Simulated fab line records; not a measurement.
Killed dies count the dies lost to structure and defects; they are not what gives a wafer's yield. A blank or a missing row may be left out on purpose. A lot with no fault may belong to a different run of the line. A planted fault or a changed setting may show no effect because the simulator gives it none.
A struck lot beside a sound one + flow nand harc + 27 out of 1159 route steps
Sound: the wafers L348.1, L348.4, L348.6. Wafers L365.2, L365.5, L365.6 were the ones struck. At the end, the cause is stated.
Order at every step that has rows: each side's tool, ch and its chambers, its first start. Under that, the readings that differ: sound wafers + struck wafers + difference of the means + sigmas: that difference in standard deviations of wafers without a fault.
alike: words and numbers the same on both sides, and readings whose means are apart by under 2 such deviations; not compared: readings that were withheld, readings missing a value for some wafer, numbers with overlapping values and no deviation given by the record, and bounds like >300 which may hide the same value.
The two part at a step that has a row with sigmas, a row that says differs or no value, or rows on one side only. Numbers that don't overlap but have no deviation are shown without sigmas and don't part them. A reading that every wafer of one side lacks parts them only if that side has two wafers or more.

first, 8 steps without rows for these wafers: NHARC_P_GATE_DEHYDRATE_83 (time 120 s); NHARC_P_GATE_HMDS_84 (time 30 s); NHARC_P_GATE_COAT_85; NHARC_P_GATE_SOFTBAKE_86 (time 95 s); NHARC_P_GATE_EBR_87; NHARC_P_GATE_EXPOSE_88 (exposes mask P HVN, target cd 2000 nm); NHARC_P_GATE_PEB_89 (peb time 85 s); NHARC_P_GATE_DEVELOP_90 (time 70 s).
NHARC_P_GATE_CD_MEAS_91: target cd 2000 nm.
  sound on cd sem-02 ch 0, day 5 06:10; struck on cd sem-01 ch 0, day 9 06:31
  alike: cd nm
then, 1 step without rows for these wafers: NHARC_P_GATE_HARDBAKE_92 (time 80 s).
NHARC_P_GATE_DESCUM_93: chemistry O2, time 3 s.
  sound on rie diel-05 ch 1,2,3, day 5 06:20; struck on rie diel-05 ch 0,1,2, day 9 06:42
  alike: drypump motor current A, oes product au, rf vpp V, showerhead plenum p Torr, throttle valve pct
  not compared: rf hours counter h
after that, 1 step had no rows for these wafers: NHARC_P_GATE_IMPLANT_94.
NHARC_P_GATE_STRIP_113: strips in N2/H2, time 740 s.
  sound on plasma asher-02 ch 1, day 5 07:42; struck on plasma asher-02 ch 0,1, day 9 07:10
  alike: drypump motor current A, heater power w
  not compared: rf hours counter h
then, 2 steps without rows for these wafers: NHARC_P_GATE_STRIP_95 (strips in O2); NHARC_P_GATE_STRIP_96 (strips in SPM, time 900 s).
NHARC_P_GATE_RTA_64: time 1 s.
  sound on rtp anneal-01 ch 0, day 5 08:59; struck on rtp anneal-01 ch 0, day 9 08:21
  alike: lamp power pct, wafer_temp_C_max
then, 1 step without rows for these wafers: NHARC_P_GATE_ETCH_77 (etches SiO2 in dHF, target depth 6 nm).
NHARC_P_GATE_DEGAS_109: time 60 s.
  sound on pvd sputter-02 at day 5 09:18; struck on pvd sputter-03 at day 9 08:38
  alike: heater power w
then, 3 steps without rows for these wafers: NHARC_P_GATE_PRE_CLEAN_110 (time 30 s); NHARC_P_GATE_SPUTTER_78 (material Ni, target thk 10 nm); NHARC_P_GATE_SPUTTER_79 (material TiN, target thk 10 nm).
NHARC_P_GATE_RTA_80: time 30 s.
  sound on rtp anneal-02 ch 0, day 5 09:44; struck on rtp anneal-02 ch 0, day 9 08:57
  alike: wafer_temp_C_max
then, 1 step without rows for these wafers: NHARC_P_GATE_STRIP_67 (strips in SPM, time 600 s).
NHARC_P_GATE_RTA_82: time 30 s.
  sound on rtp anneal-01 ch 0, day 5 10:27; struck on rtp anneal-02 ch 0, day 9 09:28
| reading            | sound             | struck            | difference | sigmas |
|--------------------|-------------------|-------------------|------------|--------|
| lamp power pct (%) | 3.837 3.838 3.833 | 3.885 3.884 3.885 | +0.049     | +2     |
  alike: wafer_temp_C_max
NHARC_P_GATE_INSPECT_68:
  sound on defect inspect-01 at day 5 10:39; struck on defect inspect-02 at day 9 09:38
| reading          | sound       | struck      | difference | sigmas |
|------------------|-------------|-------------|------------|--------|
| raw defect count | 196 137 187 | 456 491 519 | +315       | +4     |
then, 1 step without rows for these wafers: NHARC_P_CONTACT_DEP_30 (deposits SiNx, target thk 30 nm).
-- the record jumps here: 14 days lie between the struck wafers' starts before and after (it left off in module P_CONTACT and takes up again in module END, whose first step shown is number 1159 of the route) --
NHARC_END_SORT_01:
  sound on prober-02 ch 0, day 19 11:44; struck on prober-01 ch 0, day 23 16:43
| reading             | sound    | struck     | difference | sigmas |
|---------------------|----------|------------|------------|--------|
| killed at periphery | 7 6 6    | 62 40 53   | +45        | +18    |
| killed dies         | 24 26 21 | 101 68 103 | +67        | +6     |
  alike: killed at array, killed at other, killed open, killed short

WHERE THEY PART
At NHARC_P_GATE_RTA_82 first; at NHARC_END_SORT_01 last (within this record only).

WHY: whatever the simulator had introduced
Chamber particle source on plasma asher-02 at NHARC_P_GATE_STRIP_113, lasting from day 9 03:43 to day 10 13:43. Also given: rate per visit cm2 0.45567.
